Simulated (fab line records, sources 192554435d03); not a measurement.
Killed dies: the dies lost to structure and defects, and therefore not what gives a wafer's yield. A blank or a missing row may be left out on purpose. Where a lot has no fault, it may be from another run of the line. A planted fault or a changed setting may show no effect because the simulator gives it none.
Which tool was responsible? || flow n5 finfet || 8 lots with 24 wafers sampled at 5 steps, on a route of 1938 steps

WHAT THE GAUGES READ, wafer by wafer
N5_BEOL_M4_RC_MEAS_101. Usual: DIBL_N 36.1 mV/V, standard deviation 2.3; DIBL_P 36 mV/V, standard deviation 3.2; IOFF_N 0.16 nA/um, standard deviation 0.045; IOFF_P 0.21 nA/um, standard deviation 0.049; ION_N 674 uA/um, standard deviation 14; ION_P 462 uA/um, standard deviation 8.4; SS_N 71.6 mV/dec, standard deviation 0.83; SS_P 73.2 mV/dec, standard deviation 0.87; VT_N 249 mV, standard deviation 3.8; VT_P -250 mV, standard deviation 3.4.
{"lot": "L463", "measured": "day 12 02:29", "on": "prober-01", "DIBL_N (mV/V)": "36.3 33.2 36.7", "DIBL_P (mV/V)": "33 30 35", "IOFF_N (nA/um)": "0.14 0.10 0.14", "IOFF_P (nA/um)": "0.18 0.15 0.21", "ION_N (uA/um)": "650 672 682", "ION_P (uA/um)": "449 459 470", "SS_N (mV/dec)": "71.9 71.6 72.0", "SS_P (mV/dec)": "72.9 72.3 73.0", "VT_N (mV)": "254 255 253", "VT_P (mV)": "-250 -253 -250", "flag": ""}
{"lot": "L465", "measured": "day 12 16:52", "on": "prober-02", "DIBL_N (mV/V)": "35.8 34.3 34.7", "DIBL_P (mV/V)": "36 34 35", "IOFF_N (nA/um)": "0.15 0.13 0.14", "IOFF_P (nA/um)": "0.20 0.17 0.19", "ION_N (uA/um)": "674 669 677", "ION_P (uA/um)": "458 461 460", "SS_N (mV/dec)": "71.7 71.1 70.5", "SS_P (mV/dec)": "72.9 72.6 72.1", "VT_N (mV)": "249 249 249", "VT_P (mV)": "-251 -252 -251", "flag": ""}
{"lot": "L469", "measured": "day 12 22:52", "on": "prober-02", "DIBL_N (mV/V)": "34.9 36.0 34.8", "DIBL_P (mV/V)": "34 36 33", "IOFF_N (nA/um)": "0.12 0.14 0.12", "IOFF_P (nA/um)": "0.15 0.19 0.15", "ION_N (uA/um)": "652 668 645", "ION_P (uA/um)": "444 456 439", "SS_N (mV/dec)": "70.7 71.9 70.9", "SS_P (mV/dec)": "71.9 73.5 72.9", "VT_N (mV)": "253 251 254", "VT_P (mV)": "-255 -255 -257", "flag": ""}
{"lot": "L472", "measured": "day 14 05:34", "on": "prober-02", "DIBL_N (mV/V)": "35.8 35.1 37.7", "DIBL_P (mV/V)": "34 34 37", "IOFF_N (nA/um)": "0.12 0.13 0.16", "IOFF_P (nA/um)": "0.21 0.20 0.25", "ION_N (uA/um)": "652 662 675", "ION_P (uA/um)": "457 464 465", "SS_N (mV/dec)": "71.0 71.3 71.9", "SS_P (mV/dec)": "73.4 71.6 73.4", "VT_N (mV)": "254 251 251", "VT_P (mV)": "-251 -249 -247", "flag": ""}
{"lot": "L473", "measured": "day 13 09:17", "on": "prober-02", "DIBL_N (mV/V)": "34.9 35.4 34.2", "DIBL_P (mV/V)": "35 33 33", "IOFF_N (nA/um)": "0.13 0.13 0.11", "IOFF_P (nA/um)": "0.20 0.17 0.15", "ION_N (uA/um)": "682 662 648", "ION_P (uA/um)": "472 458 444", "SS_N (mV/dec)": "71.0 71.3 70.2", "SS_P (mV/dec)": "73.2 72.0 72.0", "VT_N (mV)": "253 251 257", "VT_P (mV)": "-250 -255 -256", "flag": ""}
{"lot": "L476", "measured": "day 15 08:42", "on": "prober-01", "DIBL_N (mV/V)": "35.5 37.7 33.9", "DIBL_P (mV/V)": "36 38 34", "IOFF_N (nA/um)": "0.15 0.20 0.13", "IOFF_P (nA/um)": "0.18 0.22 0.16", "ION_N (uA/um)": "672 686 667", "ION_P (uA/um)": "457 463 457", "SS_N (mV/dec)": "72.1 71.2 70.4", "SS_P (mV/dec)": "72.9 74.2 72.4", "VT_N (mV)": "249 244 248", "VT_P (mV)": "-253 -251 -255", "flag": ""}
{"lot": "L477", "measured": "day 14 17:44", "on": "prober-01", "DIBL_N (mV/V)": "31.4 37.2 36.4", "DIBL_P (mV/V)": "30 36 35", "IOFF_N (nA/um)": "0.09 0.19 0.16", "IOFF_P (nA/um)": "0.13 0.20 0.19", "ION_N (uA/um)": "645 672 668", "ION_P (uA/um)": "446 462 458", "SS_N (mV/dec)": "69.8 71.5 71.4", "SS_P (mV/dec)": "72.4 73.5 73.7", "VT_N (mV)": "255 247 250", "VT_P (mV)": "-258 -249 -254", "flag": ""}
{"lot": "L483", "measured": "day 16 04:26", "on": "prober-02", "DIBL_N (mV/V)": "39.9 36.0 35.4", "DIBL_P (mV/V)": "39 34 33", "IOFF_N (nA/um)": "0.22 0.14 0.13", "IOFF_P (nA/um)": "0.24 0.17 0.17", "ION_N (uA/um)": "707 661 670", "ION_P (uA/um)": "474 450 460", "SS_N (mV/dec)": "72.3 70.8 70.4", "SS_P (mV/dec)": "74.2 73.0 72.0", "VT_N (mV)": "244 250 251", "VT_P (mV)": "-250 -252 -248", "flag": ""}

TOOL THAT RAN EACH LOT (tool first, then ch and the chambers of the sampled wafers, then the start)
{"lot": "L463", "N5_SD_EPI_N_ETCH_45": "rie diel-01 ch 1,3, day 3 13:55", "N5_SD_EPI_P_ETCH_36": "rie diel-06 ch 2,3, day 3 17:52", "N5_SD_EPI_P_ETCH_37": "rie diel-06 ch 2,3, day 3 17:55", "N5_SD_EPI_P_ETCH_16": "rie diel-06 ch 2,3, day 3 18:27"}
{"lot": "L465", "N5_SD_EPI_N_ETCH_45": "rie diel-03 ch 0,1,2, day 4 03:57", "N5_SD_EPI_P_ETCH_36": "rie diel-05 ch 1,2, day 4 07:47", "N5_SD_EPI_P_ETCH_37": "rie diel-05 ch 1,2, day 4 07:50", "N5_SD_EPI_P_ETCH_16": "rie diel-05 ch 1,2, day 4 08:22"}
{"lot": "L469", "N5_SD_EPI_N_ETCH_45": "rie diel-03 ch 1,2, day 4 23:55", "N5_SD_EPI_P_ETCH_36": "rie diel-06 ch 0,2,3, day 5 04:06", "N5_SD_EPI_P_ETCH_37": "rie diel-06 ch 0,2,3, day 5 04:09", "N5_SD_EPI_P_ETCH_16": "rie diel-06 ch 0,2,3, day 5 04:41"}
{"lot": "L472", "N5_SD_EPI_N_ETCH_45": "rie diel-03 ch 0,1, day 5 22:35", "N5_SD_EPI_P_ETCH_36": "rie diel-06 ch 0,1,2, day 6 02:32", "N5_SD_EPI_P_ETCH_37": "rie diel-06 ch 0,1,2, day 6 02:36", "N5_SD_EPI_P_ETCH_16": "rie diel-06 ch 0,1,2, day 6 03:07"}
{"lot": "L473", "N5_SD_EPI_N_ETCH_45": "rie diel-03 ch 0,3, day 6 02:23", "N5_SD_EPI_P_ETCH_36": "rie diel-05 ch 0,1,2, day 6 06:20", "N5_SD_EPI_P_ETCH_37": "rie diel-05 ch 0,1,2, day 6 06:23", "N5_SD_EPI_P_ETCH_16": "rie diel-05 ch 0,1,2, day 6 06:55"}
{"lot": "L476", "N5_SD_EPI_N_ETCH_45": "rie diel-04 ch 1,2,3, day 6 18:30", "N5_SD_EPI_P_ETCH_36": "rie diel-06 ch 1,2, day 6 22:41", "N5_SD_EPI_P_ETCH_37": "rie diel-06 ch 1,2, day 6 22:44", "N5_SD_EPI_P_ETCH_16": "rie diel-06 ch 1,2, day 6 23:16"}
{"lot": "L477", "N5_SD_EPI_N_ETCH_45": "rie diel-03 ch 1,2,3, day 7 02:18", "N5_SD_EPI_P_ETCH_36": "rie diel-02 ch 1,2,3, day 7 07:25", "N5_SD_EPI_P_ETCH_37": "rie diel-02 ch 1,2,3, day 7 07:28", "N5_SD_EPI_P_ETCH_16": "rie diel-02 ch 1,2,3, day 7 08:00"}
{"lot": "L483", "N5_SD_EPI_N_ETCH_45": "rie diel-01 ch 0,2,3, day 8 13:38", "N5_SD_EPI_P_ETCH_36": "rie diel-02 ch 0,3, day 8 17:40", "N5_SD_EPI_P_ETCH_37": "rie diel-02 ch 0,3, day 8 17:43", "N5_SD_EPI_P_ETCH_16": "rie diel-02 ch 0,3, day 8 18:14"}
- N5_SD_EPI_N_ETCH_45: etches SiOCN in CH3F/O2, target depth 6 nm.
- N5_SD_EPI_P_ETCH_36: etches SiARC in CF4, target depth 45.5 nm, time 75.8 s.
- N5_SD_EPI_P_ETCH_37: etches SOC in N2/H2, overetch 108 nm, time 486 s.
- N5_SD_EPI_P_ETCH_16: etches SiO2 in CHF3/O2, target depth 5 nm.

WHAT THE TOOLS THEMSELVES READ (means of the sampled wafers that have a number; where no wafer has one, the mark that the record gives instead)
N5_SD_EPI_N_ETCH_45. Usual: CH3F_flow_sccm 30.00 sccm, standard deviation 0.095; drypump motor current A 5.65 A, standard deviation 0.23; oes product au 0.76 a.u., standard deviation 0.067; rf vpp V 127.4 V, standard deviation 0.98; showerhead plenum p Torr 2.00 Torr, standard deviation 0.058; throttle valve pct 23.40 %, standard deviation 0.19.
{"lot": "L463", "tool": "rie diel-01", "CH3F_flow_sccm (sccm)": 29.94, "drypump motor current A (A)": 5.65, "oes product au (a.u.)": 0.85, "rf vpp V (V)": 128.1, "showerhead plenum p Torr (Torr)": 2.06, "throttle valve pct (%)": 23.26, "flag": ""}
{"lot": "L465", "tool": "rie diel-03", "CH3F_flow_sccm (sccm)": 30.12, "drypump motor current A (A)": 5.75, "oes product au (a.u.)": 0.78, "rf vpp V (V)": 128.4, "showerhead plenum p Torr (Torr)": 2.00, "throttle valve pct (%)": 23.44, "flag": ""}
{"lot": "L469", "tool": "rie diel-03", "CH3F_flow_sccm (sccm)": 30.04, "drypump motor current A (A)": 5.84, "oes product au (a.u.)": 0.80, "rf vpp V (V)": 127.2, "showerhead plenum p Torr (Torr)": 1.99, "throttle valve pct (%)": 23.56, "flag": ""}
{"lot": "L472", "tool": "rie diel-03", "CH3F_flow_sccm (sccm)": 29.84, "drypump motor current A (A)": 5.70, "oes product au (a.u.)": 0.79, "rf vpp V (V)": 127.2, "showerhead plenum p Torr (Torr)": 1.95, "throttle valve pct (%)": 23.58, "flag": ""}
{"lot": "L473", "tool": "rie diel-03", "CH3F_flow_sccm (sccm)": 30.03, "drypump motor current A (A)": 5.56, "oes product au (a.u.)": 0.75, "rf vpp V (V)": 127.0, "showerhead plenum p Torr (Torr)": 1.96, "throttle valve pct (%)": 23.31, "flag": ""}
{"lot": "L476", "tool": "rie diel-04", "CH3F_flow_sccm (sccm)": 30.03, "drypump motor current A (A)": 5.52, "oes product au (a.u.)": 0.72, "rf vpp V (V)": 127.9, "showerhead plenum p Torr (Torr)": 2.02, "throttle valve pct (%)": 23.36, "flag": ""}
{"lot": "L477", "tool": "rie diel-03", "CH3F_flow_sccm (sccm)": 29.96, "drypump motor current A (A)": 5.80, "oes product au (a.u.)": 0.78, "rf vpp V (V)": 126.9, "showerhead plenum p Torr (Torr)": 1.98, "throttle valve pct (%)": 23.42, "flag": ""}
{"lot": "L483", "tool": "rie diel-01", "CH3F_flow_sccm (sccm)": 30.08, "drypump motor current A (A)": 5.75, "oes product au (a.u.)": 0.76, "rf vpp V (V)": 127.4, "showerhead plenum p Torr (Torr)": 1.96, "throttle valve pct (%)": 23.39, "flag": ""}

N5_SD_EPI_P_ETCH_36. Usual: drypump motor current A 5.6 A, standard deviation 0.42; etch rf on time s 76.8 s, standard deviation 2.3; oes product au 0.66 a.u., standard deviation 0.051; rf vpp V 184.4 V, standard deviation 1.3; showerhead plenum p Torr 2.16 Torr, standard deviation 0.077; throttle valve pct 15.64 %, standard deviation 0.21.
{"lot": "L463", "tool": "rie diel-06", "drypump motor current A (A)": 5.7, "etch rf on time s (s)": 75.7, "oes product au (a.u.)": 0.62, "rf vpp V (V)": 184.2, "showerhead plenum p Torr (Torr)": 2.16, "throttle valve pct (%)": 15.70, "flag": ""}
{"lot": "L465", "tool": "rie diel-05", "drypump motor current A (A)": 5.8, "etch rf on time s (s)": 74.9, "oes product au (a.u.)": 0.65, "rf vpp V (V)": 185.4, "showerhead plenum p Torr (Torr)": 2.23, "throttle valve pct (%)": 15.67, "flag": ""}
{"lot": "L469", "tool": "rie diel-06", "drypump motor current A (A)": 5.8, "etch rf on time s (s)": 75.1, "oes product au (a.u.)": 0.63, "rf vpp V (V)": 184.6, "showerhead plenum p Torr (Torr)": 2.16, "throttle valve pct (%)": 15.74, "flag": ""}
{"lot": "L472", "tool": "rie diel-06", "drypump motor current A (A)": 5.6, "etch rf on time s (s)": 69.5, "oes product au (a.u.)": 0.73, "rf vpp V (V)": 184.9, "showerhead plenum p Torr (Torr)": 2.18, "throttle valve pct (%)": 15.52, "flag": "OFF"}
{"lot": "L473", "tool": "rie diel-05", "drypump motor current A (A)": 5.6, "etch rf on time s (s)": 76.2, "oes product au (a.u.)": 0.65, "rf vpp V (V)": 185.0, "showerhead plenum p Torr (Torr)": 2.18, "throttle valve pct (%)": 15.66, "flag": ""}
{"lot": "L476", "tool": "rie diel-06", "drypump motor current A (A)": 5.5, "etch rf on time s (s)": 69.3, "oes product au (a.u.)": 0.71, "rf vpp V (V)": 184.8, "showerhead plenum p Torr (Torr)": 2.17, "throttle valve pct (%)": 15.50, "flag": "OFF"}
{"lot": "L477", "tool": "rie diel-02", "drypump motor current A (A)": 5.7, "etch rf on time s (s)": 79.7, "oes product au (a.u.)": 0.67, "rf vpp V (V)": 185.4, "showerhead plenum p Torr (Torr)": 2.18, "throttle valve pct (%)": 15.63, "flag": ""}
{"lot": "L483", "tool": "rie diel-02", "drypump motor current A (A)": 5.4, "etch rf on time s (s)": 77.7, "oes product au (a.u.)": 0.67, "rf vpp V (V)": 183.0, "showerhead plenum p Torr (Torr)": 2.06, "throttle valve pct (%)": 15.89, "flag": ""}

N5_SD_EPI_P_ETCH_37. Usual: drypump motor current A 5.6 A, standard deviation 0.43; h2 flow sccm 200.0 sccm, standard deviation 0.58; oes product au 0.70 a.u., standard deviation 0.054; rf vpp V 241.0 V, standard deviation 1.5; showerhead plenum p Torr 2.56 Torr, standard deviation 0.096; throttle valve pct 23.9 %, standard deviation 0.42.
{"lot": "L463", "tool": "rie diel-06", "drypump motor current A (A)": 5.7, "h2 flow sccm (sccm)": 199.9, "oes product au (a.u.)": 0.65, "rf vpp V (V)": 240.8, "showerhead plenum p Torr (Torr)": 2.54, "throttle valve pct (%)": 23.9, "flag": ""}
{"lot": "L465", "tool": "rie diel-05", "drypump motor current A (A)": 5.8, "h2 flow sccm (sccm)": 199.6, "oes product au (a.u.)": 0.68, "rf vpp V (V)": 242.0, "showerhead plenum p Torr (Torr)": 2.67, "throttle valve pct (%)": 24.1, "flag": ""}
{"lot": "L469", "tool": "rie diel-06", "drypump motor current A (A)": 5.8, "h2 flow sccm (sccm)": 200.2, "oes product au (a.u.)": 0.66, "rf vpp V (V)": 240.5, "showerhead plenum p Torr (Torr)": 2.56, "throttle valve pct (%)": 24.0, "flag": ""}
{"lot": "L472", "tool": "rie diel-06", "drypump motor current A (A)": 5.6, "h2 flow sccm (sccm)": 199.8, "oes product au (a.u.)": 0.71, "rf vpp V (V)": 240.5, "showerhead plenum p Torr (Torr)": 2.58, "throttle valve pct (%)": 23.7, "flag": ""}
{"lot": "L473", "tool": "rie diel-05", "drypump motor current A (A)": 5.6, "h2 flow sccm (sccm)": 200.0, "oes product au (a.u.)": 0.68, "rf vpp V (V)": 241.3, "showerhead plenum p Torr (Torr)": 2.59, "throttle valve pct (%)": 24.1, "flag": ""}
{"lot": "L476", "tool": "rie diel-06", "drypump motor current A (A)": 5.6, "h2 flow sccm (sccm)": 200.2, "oes product au (a.u.)": 0.69, "rf vpp V (V)": 240.9, "showerhead plenum p Torr (Torr)": 2.55, "throttle valve pct (%)": 23.6, "flag": ""}
{"lot": "L477", "tool": "rie diel-02", "drypump motor current A (A)": 5.7, "h2 flow sccm (sccm)": 199.6, "oes product au (a.u.)": 0.72, "rf vpp V (V)": 241.7, "showerhead plenum p Torr (Torr)": 2.60, "throttle valve pct (%)": 24.0, "flag": ""}
{"lot": "L483", "tool": "rie diel-02", "drypump motor current A (A)": 5.4, "h2 flow sccm (sccm)": 199.9, "oes product au (a.u.)": 0.71, "rf vpp V (V)": 238.8, "showerhead plenum p Torr (Torr)": 2.46, "throttle valve pct (%)": 24.6, "flag": ""}

N5_SD_EPI_P_ETCH_16. Usual: drypump motor current A 5.6 A, standard deviation 0.42; oes product au 0.77 a.u., standard deviation 0.059; rf vpp V 532 V, standard deviation 15; showerhead plenum p Torr 2.43 Torr, standard deviation 0.088; throttle valve pct 18.91 %, standard deviation 0.23.
{"lot": "L463", "tool": "rie diel-06", "drypump motor current A (A)": 5.7, "oes product au (a.u.)": 0.72, "rf vpp V (V)": 522, "showerhead plenum p Torr (Torr)": 2.44, "throttle valve pct (%)": 19.00, "flag": ""}
{"lot": "L465", "tool": "rie diel-05", "drypump motor current A (A)": 5.8, "oes product au (a.u.)": 0.76, "rf vpp V (V)": 514, "showerhead plenum p Torr (Torr)": 2.52, "throttle valve pct (%)": 18.98, "flag": ""}
{"lot": "L469", "tool": "rie diel-06", "drypump motor current A (A)": 5.8, "oes product au (a.u.)": 0.74, "rf vpp V (V)": 531, "showerhead plenum p Torr (Torr)": 2.44, "throttle valve pct (%)": 19.06, "flag": ""}
{"lot": "L472", "tool": "rie diel-06", "drypump motor current A (A)": 5.6, "oes product au (a.u.)": 0.79, "rf vpp V (V)": 529, "showerhead plenum p Torr (Torr)": 2.45, "throttle valve pct (%)": 18.78, "flag": ""}
{"lot": "L473", "tool": "rie diel-05", "drypump motor current A (A)": 5.6, "oes product au (a.u.)": 0.75, "rf vpp V (V)": 524, "showerhead plenum p Torr (Torr)": 2.45, "throttle valve pct (%)": 18.96, "flag": ""}
{"lot": "L476", "tool": "rie diel-06", "drypump motor current A (A)": 5.5, "oes product au (a.u.)": 0.76, "rf vpp V (V)": 521, "showerhead plenum p Torr (Torr)": 2.44, "throttle valve pct (%)": 18.74, "flag": ""}
{"lot": "L477", "tool": "rie diel-02", "drypump motor current A (A)": 5.7, "oes product au (a.u.)": 0.79, "rf vpp V (V)": 543, "showerhead plenum p Torr (Torr)": 2.44, "throttle valve pct (%)": 18.87, "flag": ""}
{"lot": "L483", "tool": "rie diel-02", "drypump motor current A (A)": 5.4, "oes product au (a.u.)": 0.80, "rf vpp V (V)": 554, "showerhead plenum p Torr (Torr)": 2.31, "throttle valve pct (%)": 19.12, "flag": ""}

THE ANSWER, worked out from the rows above alone
Rule: lot off if the mean of its wafers having a number is beyond 3 standard deviations from the usual mean. Also off: a lot with no number at a reading for which 4 or more lots have one. Any other lot the step has rows for is counted as sound. After the gauges, taken in route order, come the tools' own readings; for these a lot's mean is taken, as printed above. At the first step where some lot is off, the reading lying furthest off is the one used; lots without a number count as furthest.
Off, at N5_SD_EPI_P_ETCH_36 on etch rf on time s: L472, L476.
If a tool, at that step or one of the process steps before it, ran each lot that is off and ran no sound lot following the first of them, it fits. One candidate fits, namely rie diel-06 at N5_SD_EPI_P_ETCH_36. Its last sound lot is L469 (day 5 04:06), its first lot that is off L472 (day 6 02:32): a fault that began between those two fits.

WHAT THE SIMULATOR PUT IN
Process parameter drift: rie diel-06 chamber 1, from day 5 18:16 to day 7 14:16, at N5_SD_EPI_P_ETCH_36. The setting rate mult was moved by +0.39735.
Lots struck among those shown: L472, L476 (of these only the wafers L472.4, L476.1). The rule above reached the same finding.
